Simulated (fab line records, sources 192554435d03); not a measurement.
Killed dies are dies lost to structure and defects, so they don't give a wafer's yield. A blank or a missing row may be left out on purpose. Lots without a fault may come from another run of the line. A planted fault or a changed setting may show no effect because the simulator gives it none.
A struck lot beside a sound one | flow n5_finfet | 18 steps out of a route of 1938
Sound: wafers L191.1, L191.2, L191.6. Struck: wafer L192.4. (L192.5 of the same lot was not struck and is left out.) The cause comes at the end.
At each step with rows: each side's tool, then ch and its chambers, then its first start. Under that, the readings that differ: sound wafers | struck wafers | difference of the means | sigmas: that difference in standard deviations of wafers without a fault.
alike: readings whose means differ by less than 2 such deviations, and words and numbers that are the same on both sides. not compared: withheld readings, readings that some wafer has no value for, bounds like >300 that may hide the same value, and numbers for which the record gives no deviation and whose values overlap.
The two part at a step that has a row with sigmas, a row that says differs or no value, or rows on one side only. Numbers that don't overlap but have no deviation are shown without sigmas and don't part them. A reading that every wafer of one side lacks parts them only if that side has two wafers or more.

N5_BEOL_M2_ANNEAL_82: time 240 s.
  sound on pvd_sputter-02, day 7 18:31; struck on pvd_sputter-03, day 7 21:54
  alike: heater_power_w, susceptor_temp_C
then, 5 steps without rows for these wafers: N5_BEOL_M2_SPUTTER_86 (material Cu, target thk 4.5 nm, time 8.29 s); N5_BEOL_M2_ANNEAL_87 (time 240 s); N5_BEOL_M2_SPUTTER_88 (material Cu, target thk 4.5 nm, time 8.29 s); N5_BEOL_M2_ANNEAL_89 (time 240 s); N5_BEOL_M2_SPUTTER_90 (material Cu, target thk 4.5 nm, time 8.29 s).
N5_BEOL_M2_ANNEAL_91: time 240 s.
  sound on pvd_sputter-02, day 7 19:10; struck on pvd_sputter-03, day 7 22:34
  alike: heater_power_w, susceptor_temp_C
then, 2 steps without rows for these wafers: N5_BEOL_M2_SPUTTER_92 (material Cu, target thk 4.5 nm, time 8.29 s); N5_BEOL_M2_ANNEAL_93 (time 240 s).
N5_BEOL_M2_SPUTTER_94: material Cu, target thk 4.5 nm, time 8.29 s.
  sound on pvd_sputter-02, day 7 19:32; struck on pvd_sputter-03, day 7 22:53
  alike: substrate_temp_c, susceptor_temp_C, throttle_valve_pct
N5_BEOL_M2_ANNEAL_95: time 240 s.
  sound on pvd_sputter-02, day 7 19:37; struck on pvd_sputter-03, day 7 23:00
  alike: heater_power_w, susceptor_temp_C
then, 1 step without rows for these wafers: N5_BEOL_M2_SPUTTER_96 (material Cu, target thk 4.5 nm, time 8.29 s).
N5_BEOL_M2_ECD_50: material Cu, target thk 300 nm.
  sound on ecd_cu-02 ch 0,1, day 7 19:52; struck on ecd_cu-01 ch 0, day 7 23:13
  reading                                | sound       | struck | difference | sigmas
  model.Cu_of_BEOL_M2_ECD_50.thk_nm (nm) | 300 300 297 | 223    | -76        |
N5_BEOL_M2_ANNEAL_51: time 90 s.
  sound on rtp_anneal-02 ch 0, day 7 20:00; struck on rtp_anneal-01 ch 0, day 7 23:24
  alike: wafer_temp_C_max
N5_BEOL_M2_CMP_52: polishes, stops on SiOC, t overpolish 6.8 s, target thk 40 nm.
  sound on cmp-03 ch 0,2, day 7 20:20; struck on cmp-03 ch 0, day 7 23:40
  reading                | sound    | struck | difference | sigmas
  time_to_endpoint_s (s) | 55 61 59 | 45     | -13        | -2
  alike: clearing_platen_down_force_psi, motor_current_A
N5_BEOL_M2_THK_MEAS_53: measures by xrf.
  sound on film_metro-01, day 7 20:35; struck on film_metro-02, day 7 23:53
  alike: M2_THK
N5_BEOL_M4_RC_MEAS_101:
  sound on prober-01 ch 0, day 8 19:01; struck on prober-02 ch 0, day 8 23:41
  reading   | sound          | struck | difference | sigmas
  VT_P (mV) | -250 -253 -250 | -243   | +8         | +2
  alike: DIBL_N, DIBL_P, IOFF_N, IOFF_P, ION_N, ION_P, SS_N, SS_P, VT_N
-- the record jumps here: 4 days lie between the struck wafers' starts before and after (it left off in module BEOL_M4 and takes up again in module PASSIVATION, whose first step shown is number 1936 of the route) --
N5_PASSIVATION_PROBE_49:
  sound on prober-02, day 13 02:20; struck on prober-01, day 13 09:23
  reading                  | sound          | struck | difference | sigmas
  defect_limited_yield (%) | 92.7 94.0 94.0 | 90.5   | -3.1       | -2
  killed_dies              | 86 71 71       | 112    | +36        | +2
  killed_short             | 35 25 18       | 42     | +16        | +2
  sort_bin_6_memory (%)    | 3.0 2.2 2.4    | 4.0    | +1.5       | +2
  sort_n_pass              | 1094 1109 1109 | 1068   | -36        | -2
  alike: killed_at_M0_to_M3, killed_at_M4_up, killed_at_contacts, killed_at_front_end, killed_at_other, killed_open, sort_bin_4_leakage, sort_bin_5_function, sort_bin_8_speed

WHERE THEY PART
First at N5_BEOL_M2_CMP_52; last, within this record, at N5_PASSIVATION_PROBE_49.

WHY: what the simulator had put in
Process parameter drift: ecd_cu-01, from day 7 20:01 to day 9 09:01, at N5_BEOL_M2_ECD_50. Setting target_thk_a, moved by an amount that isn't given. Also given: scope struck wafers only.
